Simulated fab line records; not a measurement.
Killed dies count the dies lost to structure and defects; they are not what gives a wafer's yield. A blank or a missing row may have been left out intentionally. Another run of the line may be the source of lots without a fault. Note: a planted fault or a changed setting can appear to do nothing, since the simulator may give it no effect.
Chamber matching ; flow nand harc ; ald hk-02 running NHARC_A_WL_FILL_ALD_00: 4 sister chambers
The step deposits Al2O3, target thk 3 nm, pulse time 3 s, ald cycles 30. 8 wafers are shown with their chamber, then 12 later ones without.

## WAFERS, EACH WITH ITS CHAMBER
wafer;chamber;heater power w (W);precursor pulse height rel
L084.3;0;508;1.001
L083.5;1;508;0.988
L086.2;2;474;0.995
L086.3;0;525;1.010
L086.4;3;385;1.035
L089.1;3;388;0.998
L089.2;2;481;0.996
L089.5;1;499;0.971

## WAFERS MISSING THEIR CHAMBER
wafer;heater power w (W);precursor pulse height rel
L091.3;506;0.987
L091.4;473;1.028
L091.5;512;1.021
L090.1;513;0.957
L090.3;482;0.980
L090.6;514;0.988
L093.4;489;0.978
L093.5;513;0.985
L093.6;398;0.972
L096.3;509;1.004
L096.5;514;1.048
L096.6;507;0.976

## WHICH CHAMBER EACH WENT THROUGH
wafer;from the rows above;in truth
L091.3;can't be placed: 1 or 0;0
L091.4;2;2
L091.5;can't be placed: 0 or 1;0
L090.1;can't be placed: 1 or 0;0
L090.3;can't be placed: 2 or 1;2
L090.6;can't be placed: 0 or 1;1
L093.4;can't be placed: 2 or 1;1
L093.5;can't be placed: 1 or 0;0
L093.6;3;3
L096.3;can't be placed: 0 or 1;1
L096.5;can't be placed: 0 or 1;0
L096.6;can't be placed: 1 or 0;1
2 of 12 placed correctly. Not placeable from these rows: 10 (in 10, the candidates include the true chamber). Number placed wrongly: 0.
How it was worked out, from the rows above alone: a wafer's distance from a chamber is the root of the sum, over the readings, of the square of ((its reading less the chamber's mean) divided by the reading's scatter). The wafer belongs to the nearest chamber; if the next one is less than 2 further off, it can't be placed. Each chamber's mean is taken over the wafers shown for it. The scatter: the root of (the sum of the squares of (reading less its chamber's mean) over the shown wafers, divided by (wafers less chambers)).
